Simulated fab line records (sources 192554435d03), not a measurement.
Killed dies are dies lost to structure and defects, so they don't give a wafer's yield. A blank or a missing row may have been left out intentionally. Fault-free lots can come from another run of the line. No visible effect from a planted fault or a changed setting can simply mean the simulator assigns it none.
fab line records -- flow n5Finfet
record: lots: 7, wafers: 21
route steps=1938 shown GATE_CUT@480 MOL_CONTACT_COAG@551 BEOL_M0_SAQP@673 BEOL_M1@751 BEOL_M3@933 BEOL_M5@1154
startH: hours from the record's first day to the start of the lot's first wafer shown -- waitH: time in hours since the lot's previous step -- " same as the row above -- L1.1+2: a row that stands for several wafers -- - either no value or no given start -- * or withheld: withheld -- < > ~ a bound
route shown NAME@n: names a module that has steps shown in the file, with the first one's number in the route -- usual: mean/standard deviation taken from wafers without a fault -- same: alike in all rows -- chamber/n: place in a boat -- sites: per-site readings -- _std_site: the standard deviation of these -- _edge_site: mean of outer sites minus mean of inner sites -- radiusMm: how far each site lies from the wafer's centre -- mask NAME#n: copy n -- behind: the last tool/chamber to shape the wafer -- hold: why the lot was held/for how many hours/how that ended -- device: names the non-switching transistor (n, p or np) -- end of line: the route-end tests of the same wafers -- step lacking rows: just its recipe -- killed: not the wafer's yield, but the dies lost to structure and defects at the first sort -- map: the dies of a wafer, with x for killed, . for not killed, _ for no die there
set.NAME: the setting the step ran with; set.NAME@STEP: the setting that earlier step ran with -- model.NAME: the simulator's own value behind a step, which no gauge read
lots run with intentionally changed settings; tables by step, rows by wafer
== steps ==
step: N5_GATE_CUT_COAT_27
recipe: resist: underlayer, tempC: 205, timeS: 60, spinRpm: 1500, resistThkNm: 10
lot.wafer,tool,chamber,startH,waitH,set.spinRpm,model.underlayer_of_GATE_CUT_COAT_27.thkNm
L075.1+5+6,lithoTrack-04,0,-,-,1500,10
L076.1+2,lithoTrack-01,0,-,-,1554,9.8
L076.3,lithoTrack-01,0,-,-,1500,10
L080.1+3+5,lithoTrack-04,0,-,-,1500,10
L083.2+3+4,lithoTrack-01,0,-,-,1500,10
L092.1+5,lithoTrack-02,0,-,-,1500,10
L092.4,lithoTrack-02,0,-,-,1407,10.2
L094.1+4,lithoTrack-02,0,-,-,1500,10
L094.2,lithoTrack-02,0,-,-,1370,10.4
L096.1,lithoTrack-01,0,-,-,1597,9.6
L096.2+3,lithoTrack-01,0,-,-,1500,10
step: N5_GATE_CUT_COAT_07
recipe: resist: CAR-EUV, spinRpm: 1500, resistThkNm: 30
step: N5_GATE_CUT_EBR_09
recipe: solvent: PGMEA, ebrWidthMm: 1.5
step: N5_GATE_CUT_DESCUM_18
recipe: chemistry: O2, timeS: 7, sourcePowerW: 50, biasPowerW: 20, pressureMtorr: 20, rfFrequencyHz: 2.712e+07, tempC: 40, resist: CAR-EUV, o2FlowSccm: 225
step: N5_GATE_CUT_ETCH_28
recipe: chemistry: N2/H2, target: underlayer, targetDepthA: 130, maskMaterial: CAR-EUV, timeS: 10.4, ionEnergyEv: 200, pressureMtorr: 30, sourceW: 840, biasW: 150, n2FlowSccm: 200, h2FlowSccm: 200, ends: cleared
lot.wafer,tool,chamber,startH,waitH,set.spinRpm@GATE_CUT_COAT_27,model.etch.depthNm
L075.1,rieDiel-05,3,88.89,0.0,1500,10.02
L075.5,rieDiel-05,1,88.89,0.0,1500,10
L075.6,rieDiel-05,2,88.89,0.0,1500,9.984
L076.1,rieDiel-05,1,94.88,0.0,1554,9.813
L076.2,rieDiel-05,0,94.88,0.0,1554,9.81
L076.3,rieDiel-05,3,94.88,0.0,1500,9.976
L080.1,rieDiel-05,3,119.70,0.0,1500,9.97
L080.3,rieDiel-05,2,119.70,0.0,1500,9.95
L080.5,rieDiel-05,3,119.70,0.0,1500,9.976
L083.2,rieDiel-06,0,138.41,0.0,1500,9.974
L083.3,rieDiel-06,1,138.41,0.0,1500,9.996
L083.4,rieDiel-06,2,138.41,0.0,1500,9.989
L092.1,rieDiel-04,2,192.32,0.0,1500,9.972
L092.4,rieDiel-04,3,192.32,0.0,1407,10.3
L092.5,rieDiel-04,1,192.32,0.0,1500,9.977
L094.1+4,rieDiel-06,"1,3",205.85,0.0,1500,10.01
L094.2,rieDiel-06,2,205.85,0.0,1370,10.47
L096.1,rieDiel-04,1,217.78,0.0,1597,9.671
L096.2,rieDiel-04,0,217.78,0.0,1500,10.01
L096.3,rieDiel-04,3,217.78,0.0,1500,10.03
step: N5_MOL_CONTACT_COAG_SPUTTER_130
recipe: material: Co, targetThkA: 475, tempC: 25, chamberPressurePa: 0.5, powerW: 3000
lot.wafer,tool,chamber,startH,waitH,set.powerW,model.Co_of_MOL_CONTACT_COAG_SPUTTER_130.thkNm
L075.1,pvdSputter-03,-,99.59,0.0,3000,46.8
L075.5,pvdSputter-03,-,99.59,0.0,3000,46.6
L075.6,pvdSputter-03,-,99.59,0.0,2612,40.4
L076.1,pvdSputter-03,-,105.79,0.0,3000,48
L076.2,pvdSputter-03,-,105.79,0.0,3000,47.8
L076.3,pvdSputter-03,-,105.79,0.0,3207,50.8
L080.1,pvdSputter-03,-,129.01,0.0,3000,47.4
L080.3,pvdSputter-03,-,129.01,0.0,2731,42.6
L080.5,pvdSputter-03,-,129.01,0.0,2731,43
L083.2+3+4,pvdSputter-01,-,149.07,0.0,3000,47.2
L092.1,pvdSputter-03,-,201.83,0.0,3390,54.2
L092.4+5,pvdSputter-03,-,201.83,0.0,3000,48
L094.1,pvdSputter-01,-,217.89,0.0,3316,53
L094.2,pvdSputter-01,-,217.89,0.0,3316,52.2
L094.4,pvdSputter-01,-,217.89,0.0,3000,47.6
L096.1,pvdSputter-03,-,229.20,0.0,2695,42.6
L096.2,pvdSputter-03,-,229.20,0.0,2695,42.8
L096.3,pvdSputter-03,-,229.20,0.0,3000,47.8
step: N5_BEOL_M0_SAQP_ETCH_107
recipe: chemistry: CH3F/O2, target: SiNx, targetDepthA: 300, maskMaterial: SOC, pressureMtorr: 30, sourceW: 395, biasW: 73, Ar_flow_sccm: 150, CH3F_flow_sccm: 30, O2_flow_sccm: 20, ionEnergyEv: 120
lot.wafer,tool,chamber,startH,waitH,set.sourceW,model.BEOL_M0_SAQP.featureDepthNm
L075.1,rieDiel-05,1,115.17,0.0,329.9,28.4
L075.5,rieDiel-05,3,115.17,0.0,395,30.2
L075.6,rieDiel-05,2,115.17,0.0,329.9,28.6
L076.1,rieDiel-05,1,123.88,0.0,352.5,28.4
L076.2,rieDiel-05,2,123.88,0.0,395,30.4
L076.3,rieDiel-05,0,123.88,0.0,352.5,28.6
L080.1,rieDiel-06,2,143.42,0.0,376.6,28.8
L080.3,rieDiel-06,0,143.42,0.0,376.6,28.6
L080.5,rieDiel-06,3,143.42,0.0,395,28.8
L083.2,rieDiel-05,2,165.43,0.0,395,30.4
L083.3,rieDiel-05,0,165.43,0.0,395,30
L083.4,rieDiel-05,1,165.43,0.0,395,30.8
L092.1+5,rieDiel-05,"0,3",219.84,0.0,395,29.4
L092.4,rieDiel-05,2,219.84,0.0,395,30.2
L094.1,rieDiel-06,0,235.77,0.0,371,28
L094.2,rieDiel-06,3,235.77,0.0,395,28.8
L094.4,rieDiel-06,2,235.77,0.0,395,29.6
L096.1+3,rieDiel-05,"2,3",243.92,0.0,338.3,27.6
L096.2,rieDiel-05,0,243.92,0.0,395,29.2
step: N5_BEOL_M1_ILD_DEP_00
recipe: material: SiOC, targetThkA: 790, tempC: 350, precursor: DEMS/O2, pressureTorr: 5, rfW: 500, timeS: 15.3
lot.wafer,tool,chamber,startH,waitH,set.timeS,model.SiOC_of_BEOL_M1_ILD_DEP_00.thkNm
L075.1,pecvd-01,0,126.43,0.0,15.3,78.4
L075.5,pecvd-01,0,126.43,0.0,15.3,78.8
L075.6,pecvd-01,1,126.43,0.0,13.7,71.4
L076.1,pecvd-01,0,132.13,0.0,15.3,77
L076.2,pecvd-01,2,132.13,0.0,15.3,77.6
L076.3,pecvd-01,1,132.13,0.0,15.3,78.4
L080.1,pecvd-01,2,151.83,0.0,15.3,78.4
L080.3,pecvd-01,0,151.83,0.0,15.3,77.6
L080.5,pecvd-01,1,151.83,0.0,14.16,72.2
L083.2,pecvd-01,2,175.08,0.0,15.3,77.8
L083.3,pecvd-01,0,175.08,0.0,15.3,77.4
L083.4,pecvd-01,0,175.08,0.0,15.3,78.8
L092.1,pecvd-04,0,231.76,0.0,15.3,77.6
L092.4,pecvd-04,2,231.76,0.0,15.3,77.2
L092.5,pecvd-04,0,231.76,0.0,13.66,69.6
L094.1,pecvd-01,1,243.26,0.0,16.22,82
L094.2,pecvd-01,2,243.26,0.0,15.3,77.4
L094.4,pecvd-01,2,243.26,0.0,15.3,79.4
L096.1,pecvd-02,2,251.97,0.0,15.3,77.8
L096.2,pecvd-02,0,251.97,0.0,15.3,78.4
L096.3,pecvd-02,1,251.97,0.0,15.3,79.4
step: N5_BEOL_M1_THK_MEAS_01
recipe: reads: SiOC_of_BEOL_M1_ILD_DEP_00
usual: M1_ILD_THK: 78.5/1.2
lot.wafer,tool,chamber,startH,waitH,set.timeS@BEOL_M1_ILD_DEP_00,M1_ILD_THK[nm]
L075.1,filmMetro-01,-,126.49,0.0,15.3,78.3
L075.5,filmMetro-01,-,126.49,0.0,15.3,78.8
L075.6,filmMetro-01,-,126.49,0.0,13.7,71.4
L076.1,filmMetro-02,-,132.20,0.0,15.3,77.1
L076.2,filmMetro-02,-,132.20,0.0,15.3,77.6
L076.3,filmMetro-02,-,132.20,0.0,15.3,78.4
L080.1,filmMetro-02,-,151.89,0.0,15.3,78.4
L080.3,filmMetro-02,-,151.89,0.0,15.3,77.5
L080.5,filmMetro-02,-,151.89,0.0,14.16,72.1
L083.2,filmMetro-02,-,175.15,0.1,15.3,77.8
L083.3,filmMetro-02,-,175.15,0.1,15.3,77.5
L083.4,filmMetro-02,-,175.15,0.1,15.3,78.8
L092.1,filmMetro-01,-,231.84,0.1,15.3,77.6
L092.4,filmMetro-01,-,231.84,0.1,15.3,77.3
L092.5,filmMetro-01,-,231.84,0.1,13.66,69.6
L094.1,filmMetro-01,-,243.33,0.0,16.22,81.9
L094.2,filmMetro-01,-,243.33,0.0,15.3,77.4
L094.4,filmMetro-01,-,243.33,0.0,15.3,79.3
L096.1,filmMetro-02,-,252.04,0.0,15.3,77.9
L096.2,filmMetro-02,-,252.04,0.0,15.3,78.4
L096.3,filmMetro-02,-,252.04,0.0,15.3,79.5
step: N5_BEOL_M1_PECVD_72
recipe: material: SiO2, targetThkA: 160, tempC: 400, precursor: TEOS/O2, pressureTorr: 5.5, rfW: 450, teosFlowSccm: 53.8, gas: O2, flowSccm: 3000, timeS: 18
lot.wafer,tool,chamber,startH,waitH,set.timeS,model.SiO2_of_BEOL_M1_PECVD_72.thkNm
L075.1,pecvd-02,0,126.53,0.0,18,15.8
L075.5,pecvd-02,1,126.53,0.0,17.1,14.8
L075.6,pecvd-02,0,126.53,0.0,17.1,15.4
L076.1,pecvd-02,1,132.24,0.0,20.19,17.2
L076.2,pecvd-02,0,132.24,0.0,18,16
L076.3,pecvd-02,0,132.24,0.0,18,16.2
L080.1+3,pecvd-01,"0,1",151.93,0.0,18,16.2
L080.5,pecvd-01,0,151.93,0.0,18,16.6
L083.2,pecvd-02,2,175.18,0.0,18,16.2
L083.3,pecvd-02,0,175.18,0.0,18,16
L083.4,pecvd-02,0,175.18,0.0,18,16.4
L092.1,pecvd-01,0,231.87,0.0,16.74,15.4
L092.4,pecvd-01,2,231.87,0.0,18,16.6
L092.5,pecvd-01,0,231.87,0.0,16.74,15.6
L094.1+2,pecvd-01,"2,0",243.37,0.0,18,16.4
L094.4,pecvd-01,0,243.37,0.0,18,16.6
L096.1,pecvd-01,1,252.08,0.0,20.04,18.2
L096.2,pecvd-01,2,252.08,0.0,18,16.2
L096.3,pecvd-01,0,252.08,0.0,18,16.4
step: N5_BEOL_M1_EXPOSE_08
recipe: maskId: M1, na: 0.33, sourceShape: dipole, sigmaInner: 0.369, sigmaOuter: 0.767, polarization: unpolarized, doseMj: 33
lot.wafer,tool,chamber,startH,waitH,mask,set.doseMj
L075.1+6,euvScanner-01,0,127.10,-,M1#0,33.66
L075.5,euvScanner-01,0,127.10,-,M1#0,33
L076.1+3,euvScanner-01,0,132.66,-,M1#0,33
L076.2,euvScanner-01,0,132.66,-,M1#0,32.27
L080.1,euvScanner-01,0,153.06,-,M1#0,33.68
L080.3+5,euvScanner-01,0,153.06,-,M1#0,33
L083.2+3+4,euvScanner-01,0,176.81,-,M1#0,33
L092.1+5,euvScanner-02,0,232.32,-,M1#0,35.25
L092.4,euvScanner-02,0,232.32,-,M1#0,33
L094.1,euvScanner-01,0,245.72,-,M1#0,33.97
L094.2+4,euvScanner-01,0,245.72,-,M1#0,33
L096.1+3,euvScanner-02,0,253.18,-,M1#0,33.71
L096.2,euvScanner-02,0,253.18,-,M1#0,33
step: N5_BEOL_M1_PEB_09
recipe: pebTempC: 100, pebTimeS: 60, resist: CAR-EUV
step: N5_BEOL_M1_DEVELOP_10
recipe: developTimeS: 30, developer: TMAH, resist: CAR-EUV, rinseLiquid: surfactantRinse, dry: airSpin, devTempC: 23
step: N5_BEOL_M1_DESCUM_16
recipe: chemistry: O2, timeS: 7, sourcePowerW: 50, biasPowerW: 20, pressureMtorr: 20, rfFrequencyHz: 2.712e+07, tempC: 40, resist: CAR-EUV, o2FlowSccm: 225
step: N5_BEOL_M1_ETCH_74
recipe: chemistry: N2/H2, target: underlayer, targetDepthA: 65, maskMaterial: CAR-EUV, timeS: 5.2, ionEnergyEv: 200, pressureMtorr: 30, sourceW: 840, biasW: 150, n2FlowSccm: 200, h2FlowSccm: 200, ends: cleared
lot.wafer,tool,chamber,startH,waitH,set.doseMj@BEOL_M1_EXPOSE_08,model.BEOL_M1.cdOffsetNm
L075.1,rieDiel-06,3,127.38,0.0,33.66,0.2
L075.5,rieDiel-06,0,127.38,0.0,33,0
L075.6,rieDiel-06,1,127.38,0.0,33.66,0.6
L076.1,rieDiel-04,3,132.94,0.0,33,-0.4
L076.2,rieDiel-04,1,132.94,0.0,32.27,-0.4
L076.3,rieDiel-04,2,132.94,0.0,33,-0.2
L080.1,rieDiel-05,3,153.34,0.0,33.68,0.4
L080.3,rieDiel-05,1,153.34,0.0,33,-0.2
L080.5,rieDiel-05,3,153.34,0.0,33,0
L083.2,rieDiel-05,3,177.09,0.0,33,0
L083.3,rieDiel-05,0,177.09,0.0,33,-0.4
L083.4,rieDiel-05,2,177.09,0.0,33,-0.2
L092.1,rieDiel-05,1,232.60,0.0,35.25,1.2
L092.4,rieDiel-05,0,232.60,0.0,33,0
L092.5,rieDiel-05,1,232.60,0.0,35.25,1.4
L094.1,rieDiel-05,1,246.13,0.0,33.97,0.6
L094.2,rieDiel-05,2,246.13,0.0,33,0.2
L094.4,rieDiel-05,3,246.13,0.0,33,0.4
L096.1,rieDiel-06,3,253.46,0.0,33.71,0
L096.2,rieDiel-06,2,253.46,0.0,33,0
L096.3,rieDiel-06,1,253.46,0.0,33.71,0.6
step: N5_BEOL_M1_ETCH_63
recipe: chemistry: CF4, target: SiARC, targetDepthA: 156, maskMaterial: CAR-EUV, timeS: 26, ionEnergyEv: 80, pressureMtorr: 40, sourceW: 545, biasW: 36, Ar_flow_sccm: 100, cf4FlowSccm: 100, ends: cleared
lot.wafer,tool,chamber,startH,waitH,set.doseMj@BEOL_M1_EXPOSE_08,model.BEOL_M1.cdOffsetNm
L075.1,rieDiel-06,3,127.40,0.0,33.66,0.4
L075.5,rieDiel-06,0,127.40,0.0,33,0
L075.6,rieDiel-06,1,127.40,0.0,33.66,0.6
L076.1,rieDiel-04,3,132.96,0.0,33,-0.4
L076.2,rieDiel-04,1,132.96,0.0,32.27,-0.4
L076.3,rieDiel-04,2,132.96,0.0,33,0
L080.1,rieDiel-05,3,153.36,0.0,33.68,0.4
L080.3,rieDiel-05,1,153.36,0.0,33,-0.2
L080.5,rieDiel-05,3,153.36,0.0,33,0
L083.2,rieDiel-05,3,177.11,0.0,33,0
L083.3,rieDiel-05,0,177.11,0.0,33,-0.4
L083.4,rieDiel-05,2,177.11,0.0,33,-0.2
L092.1,rieDiel-05,1,232.62,0.0,35.25,1
L092.4,rieDiel-05,0,232.62,0.0,33,-0.2
L092.5,rieDiel-05,1,232.62,0.0,35.25,1.4
L094.1,rieDiel-05,1,246.14,0.0,33.97,0.4
L094.2,rieDiel-05,2,246.14,0.0,33,0
L094.4,rieDiel-05,3,246.14,0.0,33,0.2
L096.1,rieDiel-06,3,253.48,0.0,33.71,0.2
L096.2,rieDiel-06,2,253.48,0.0,33,0
L096.3,rieDiel-06,1,253.48,0.0,33.71,0.6
step: N5_BEOL_M1_ETCH_64
recipe: chemistry: N2/H2, target: SOC, targetDepthA: 750, overetchA: 150, maskMaterial: SiARC, tempC: 40, timeS: 112.5, ionEnergyEv: 200, pressureMtorr: 30, sourceW: 840, biasW: 150, n2FlowSccm: 200, h2FlowSccm: 200
usual: rfVppV: 523.6/2.2
lot.wafer,tool,chamber,startH,waitH,set.sourceW,set.doseMj@BEOL_M1_EXPOSE_08,rfVppV,model.BEOL_M1.cdOffsetNm
L075.1,rieDiel-06,3,127.42,0.0,765.7,33.66,538.6,0.4
L075.5,rieDiel-06,0,127.42,0.0,840,33,523.1,-0.2
L075.6,rieDiel-06,1,127.42,0.0,765.7,33.66,545.2,0.2
L076.1,rieDiel-04,3,132.99,0.0,840,33,522.3,-0.6
L076.2,rieDiel-04,1,132.99,0.0,840,32.27,522.0,-0.8
L076.3,rieDiel-04,2,132.99,0.0,840,33,527.0,-0.4
L080.1,rieDiel-05,3,153.39,0.0,840,33.68,527.2,0.2
L080.3,rieDiel-05,1,153.39,0.0,940.2,33,504.5,0
L080.5,rieDiel-05,3,153.39,0.0,940.2,33,508.1,0
L083.2,rieDiel-05,3,177.13,0.0,840,33,526.1,-0.2
L083.3,rieDiel-05,0,177.13,0.0,840,33,522.2,-0.2
L083.4,rieDiel-05,2,177.13,0.0,840,33,525.9,0
L092.1,rieDiel-05,1,232.65,0.0,840,35.25,523.2,1.2
L092.4,rieDiel-05,0,232.65,0.0,887.3,33,511.3,0
L092.5,rieDiel-05,1,232.65,0.0,887.3,35.25,513.9,1.8
L094.1,rieDiel-05,1,246.17,0.0,840,33.97,524.9,0.6
L094.2,rieDiel-05,2,246.17,0.0,840,33,524.8,0
L094.4,rieDiel-05,3,246.17,0.0,840,33,526.5,0.2
L096.1,rieDiel-06,3,253.51,0.0,987.8,33.71,494.5,0.6
L096.2,rieDiel-06,2,253.51,0.0,987.8,33,493.5,0.2
L096.3,rieDiel-06,1,253.51,0.0,840,33.71,528.2,0.2
step: N5_BEOL_M1_STRIP_65
recipe: chemistry: N2/H2, tempC: 40, n2FlowSccm: 200, h2FlowSccm: 200, rfFrequencyHz: 6e+07
step: N5_BEOL_M1_STRIP_75
recipe: chemistry: N2/H2, tempC: 40, n2FlowSccm: 200, h2FlowSccm: 200, rfFrequencyHz: 6e+07
step: N5_BEOL_M1_STRIP_97
recipe: chemistry: N2/H2, timeS: 10, powerW: 450, tempC: 40, pressureMtorr: 20, rfFrequencyHz: 6e+07, biasPowerW: 7, n2FlowSccm: 200, h2FlowSccm: 200
step: N5_BEOL_M1_HM_STRIP_39
recipe: chemistry: peroxideTinStrip, material: TiN, targetDepthA: 250, tempC: 50, timeS: 158
lot.wafer,tool,chamber,startH,waitH,set.timeS@BEOL_M1_PECVD_72,model.SiO2_of_BEOL_M1_PECVD_72.thkNm
L075.1,wetBench-06,1,132.24,0.0,18,15.8
L075.5,wetBench-06,5,132.24,0.0,17.1,14.6
L075.6,wetBench-06,7,132.24,0.0,17.1,15.2
L076.1,wetBench-06,3,135.00,0.0,20.19,17.2
L076.2+3,wetBench-06,"2,4",135.00,0.0,18,16
L080.1+3,wetBench-04,"4,5",162.96,0.0,18,16
L080.5,wetBench-04,6,162.96,0.0,18,16.4
L083.2,wetBench-06,7,184.01,0.0,18,16
L083.3,wetBench-06,6,184.01,0.0,18,15.8
L083.4,wetBench-06,2,184.01,0.0,18,16.2
L092.1,wetBench-06,6,234.61,0.0,16.74,15.2
L092.4,wetBench-06,7,234.61,0.0,18,16.4
L092.5,wetBench-06,4,234.61,0.0,16.74,15.4
L094.1+2,wetBench-06,"3,1",248.97,0.0,18,16.2
L094.4,wetBench-06,4,248.97,0.0,18,16.4
L096.1,wetBench-04,7,257.90,0.0,20.04,18
L096.2,wetBench-04,1,257.90,0.0,18,16
L096.3,wetBench-04,3,257.90,0.0,18,16.2
step: N5_BEOL_M3_PECVD_72
recipe: material: SiO2, targetThkA: 160, tempC: 400, precursor: TEOS/O2, pressureTorr: 5.5, rfW: 450, teosFlowSccm: 53.8, gas: O2, flowSccm: 3000, timeS: 18
lot.wafer,tool,chamber,startH,waitH,set.timeS,model.SiO2_of_BEOL_M3_PECVD_72.thkNm
L076.1,pecvd-01,0,150.78,0.0,15.89,14.2
L076.2,pecvd-01,1,150.78,0.0,18,16
L076.3,pecvd-01,2,150.78,0.0,15.89,13.6
L075.1,pecvd-01,2,153.47,0.0,18,15.2
L075.5,pecvd-01,2,153.47,0.0,15.89,13.8
L075.6,pecvd-01,1,153.47,0.0,18,15.8
L080.1,pecvd-01,2,176.31,0.0,18,15.4
L080.3,pecvd-01,0,176.31,0.0,18,15.8
L080.5,pecvd-01,0,176.31,0.0,15.87,14.2
L083.2,pecvd-03,1,198.81,0.0,18,15.6
L083.3+4,pecvd-03,"2,0",198.81,0.0,18,16.2
L092.1,pecvd-01,0,249.40,0.0,18,15.6
L092.4+5,pecvd-01,"1,2",249.40,0.0,18,15.8
L094.1,pecvd-01,2,267.15,0.0,15.56,13.8
L094.2,pecvd-01,0,267.15,0.0,18,16
L094.4,pecvd-01,2,267.15,0.0,18,16.2
L096.1,pecvd-04,1,279.99,0.0,18,16
L096.2,pecvd-04,2,279.99,0.0,20.42,17.8
L096.3,pecvd-04,0,279.99,0.0,20.42,17.6
step: N5_BEOL_M3_VIA_ETCH_34
recipe: chemistry: C4F6/O2, targetDepthA: 694, maskMaterial: SOC, pressureMtorr: 15, ionEnergyEv: 250, taperDeg: 4, timeS: 65.9, sourceW: 350, biasW: 170, Ar_flow_sccm: 300, C4F6_flow_sccm: 10, O2_flow_sccm: 10
usual: rfVppV: 667/17
lot.wafer,tool,chamber,startH,waitH,set.biasW,rfVppV
L076.1,rieDiel-05,0,157.59,0.0,147,605
L076.2,rieDiel-05,2,157.59,0.0,170,646
L076.3,rieDiel-05,3,157.59,0.0,170,693
L075.1,rieDiel-04,2,163.07,0.0,170,690
L075.5,rieDiel-04,0,163.07,0.0,170,662
L075.6,rieDiel-04,2,163.07,0.0,170,690
L080.1,rieDiel-05,2,184.36,0.0,170,645
L080.3,rieDiel-05,0,184.36,0.0,170,677
L080.5,rieDiel-05,1,184.36,0.0,170,638
L083.2,rieDiel-04,1,202.73,0.0,170,668
L083.3,rieDiel-04,0,202.73,0.0,170,662
L083.4,rieDiel-04,3,202.73,0.0,170,653
L092.1,rieDiel-04,1,257.58,0.0,170,667
L092.4,rieDiel-04,0,257.58,0.0,170,663
L092.5,rieDiel-04,3,257.58,0.0,140.9,562
L094.1,rieDiel-06,2,275.22,0.0,196.1,762
L094.2,rieDiel-06,1,275.22,0.0,196.1,761
L094.4,rieDiel-06,2,275.22,0.0,170,681
L096.1,rieDiel-04,1,294.29,0.0,170,669
L096.2,rieDiel-04,0,294.29,0.0,170,664
L096.3,rieDiel-04,3,294.29,0.0,140.1,560
step: N5_BEOL_M5_ETCH_68
recipe: chemistry: N2/H2, target: SOC, targetDepthA: 800, overetchA: 160, maskMaterial: SiARC, tempC: 40, timeS: 120, ionEnergyEv: 200, pressureMtorr: 30, sourceW: 840, biasW: 150, n2FlowSccm: 200, h2FlowSccm: 200
lot.wafer,tool,chamber,startH,waitH,set.timeS,model.SiARC_of_BEOL_M5_COAT_66.thkNm
L076.1,rieDiel-05,0,178.45,0.0,145.7,5.2
L076.2,rieDiel-05,1,178.45,0.0,120,6.6
L076.3,rieDiel-05,3,178.45,0.0,120,6.4
L075.1,rieDiel-04,0,184.85,0.0,137,5.8
L075.5,rieDiel-04,1,184.85,0.0,120,6.4
L075.6,rieDiel-04,2,184.85,0.0,120,6.6
L080.1,rieDiel-04,1,210.02,0.0,120,6.4
L080.3+5,rieDiel-04,2,210.02,0.0,120,6.6
L083.2,rieDiel-04,1,225.54,0.0,120,6.4
L083.3,rieDiel-04,2,225.54,0.0,120,6.6
L083.4,rieDiel-04,3,225.54,0.0,120,6.2
L092.1,rieDiel-06,3,280.45,0.0,120,6.6
L092.4,rieDiel-06,1,280.45,0.0,98.34,7.6
L092.5,rieDiel-06,2,280.45,0.0,98.34,7.4
L094.1,rieDiel-06,3,303.71,0.0,120,6.8
L094.2+4,rieDiel-06,"1,2",303.71,0.0,120,6.6
L096.1,rieDiel-05,2,316.34,0.0,111.8,6.8
L096.2,rieDiel-05,1,316.34,0.0,120,6.6
L096.3,rieDiel-05,3,316.34,0.0,120,6
== key ==
split: step: N5_GATE_CUT_COAT_27, setting: spinRpm, stated: 1500, by: wafer
response: step: N5_GATE_CUT_COAT_27, reading: model.underlayer_of_GATE_CUT_COAT_27.thkNm, change: -0.0476, per: 1%, r: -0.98
response: step: N5_GATE_CUT_ETCH_28, reading: model.etch.depthNm, change: -0.0523, per: 1%, r: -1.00
split: step: N5_MOL_CONTACT_COAG_SPUTTER_130, setting: powerW, stated: 3000, by: wafer
response: step: N5_MOL_CONTACT_COAG_SPUTTER_130, reading: model.Co_of_MOL_CONTACT_COAG_SPUTTER_130.thkNm, change: +0.483, per: 1%, r: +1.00
split: step: N5_BEOL_M0_SAQP_ETCH_107, setting: sourceW, stated: 395, by: wafer
response: step: N5_BEOL_M0_SAQP_ETCH_107, reading: model.BEOL_M0_SAQP.featureDepthNm, change: +0.121, per: 1%, r: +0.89
split: step: N5_BEOL_M1_ILD_DEP_00, setting: timeS, stated: 15.3, by: wafer
response: step: N5_BEOL_M1_ILD_DEP_00, reading: model.SiOC_of_BEOL_M1_ILD_DEP_00.thkNm, change: +0.708, per: 1%, r: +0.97
response: step: N5_BEOL_M1_THK_MEAS_01, reading: M1_ILD_THK, change: +0.71, per: 1%, r: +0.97
split: step: N5_BEOL_M1_PECVD_72, setting: timeS, stated: 18, by: wafer
response: step: N5_BEOL_M1_PECVD_72, reading: model.SiO2_of_BEOL_M1_PECVD_72.thkNm, change: +0.132, per: 1%, r: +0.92
response: step: N5_BEOL_M1_HM_STRIP_39, reading: model.SiO2_of_BEOL_M1_PECVD_72.thkNm, change: +0.138, per: 1%, r: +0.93
split: step: N5_BEOL_M1_EXPOSE_08, setting: doseMj, stated: 33, by: wafer
response: step: N5_BEOL_M1_ETCH_74, reading: model.BEOL_M1.cdOffsetNm, change: +0.171, per: 1%, r: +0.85
response: step: N5_BEOL_M1_ETCH_63, reading: model.BEOL_M1.cdOffsetNm, change: +0.189, per: 1%, r: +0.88
response: step: N5_BEOL_M1_ETCH_64, reading: model.BEOL_M1.cdOffsetNm, change: +0.195, per: 1%, r: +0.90
split: step: N5_BEOL_M1_ETCH_64, setting: sourceW, stated: 840, by: wafer
response: step: N5_BEOL_M1_ETCH_64, reading: rfVppV, change: -1.91, per: 1%, r: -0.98
split: step: N5_BEOL_M3_PECVD_72, setting: timeS, stated: 18, by: wafer
response: step: N5_BEOL_M3_PECVD_72, reading: model.SiO2_of_BEOL_M3_PECVD_72.thkNm, change: +0.148, per: 1%, r: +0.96
split: step: N5_BEOL_M3_VIA_ETCH_34, setting: biasW, stated: 170, by: wafer
response: step: N5_BEOL_M3_VIA_ETCH_34, reading: rfVppV, change: +5.64, per: 1%, r: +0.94
split: step: N5_BEOL_M5_ETCH_68, setting: timeS, stated: 120, by: wafer
response: step: N5_BEOL_M5_ETCH_68, reading: model.SiARC_of_BEOL_M5_COAT_66.thkNm, change: -0.0556, per: 1%, r: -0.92
